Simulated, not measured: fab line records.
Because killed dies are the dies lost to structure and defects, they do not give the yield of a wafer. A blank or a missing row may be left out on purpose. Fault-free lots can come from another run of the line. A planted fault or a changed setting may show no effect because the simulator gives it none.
Matching of chambers | flow n5 finfet | ald sin-03 running N5_BEOL_M2_ALD_98: 4 sister chambers
The step deposits SiO2, target thk 2.5 nm, pulse time 1 s, co reactant pulse time 1 s. 4 wafers are shown with their chamber, then 9 later ones without.

== WAFERS, EACH WITH ITS CHAMBER ==
wafer  | chamber | heater power w (W)
L089.4 | 0       | 75
L091.1 | 3       | 78
L091.3 | 2       | 97
L091.4 | 1       | 81

== WAFERS WHOSE CHAMBER IS MISSING ==
wafer  | heater power w (W)
L092.2 | 79
L092.3 | 83
L092.4 | 74
L095.1 | 74
L095.4 | 79
L095.6 | 74
L097.1 | 100
L097.2 | 83
L097.6 | 79

== CHAMBER TAKEN BY EACH ==
wafer  | from the rows above          | in truth
L092.2 | can't be placed: 3 or 1 or 0 | 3
L092.3 | can't be placed: 1 or 3      | 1
L092.4 | can't be placed: 0 or 3      | 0
L095.1 | can't be placed: 0 or 3      | 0
L095.4 | can't be placed: 3 or 1 or 0 | 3
L095.6 | can't be placed: 0 or 3      | 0
L097.1 | 2                            | 2
L097.2 | can't be placed: 1 or 3      | 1
L097.6 | can't be placed: 3 or 1 or 0 | 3
Correctly placed: 1 of 9. Cannot be placed on the basis of these rows: 8; the candidates contain the true chamber in 8. Placed wrongly: 0.
How it was worked out, from the rows above alone: a wafer's distance from a chamber is the root of the sum, over the readings, of the square of ((its reading less the chamber's mean) divided by the reading's scatter). The wafer belongs to the nearest chamber; if the next one is less than 2 further off, it can't be placed. A chamber's mean is the mean of its shown wafers. The scatter: root of mean squared gap, hidden wafer to nearest shown wafer, with one shown wafer a chamber.
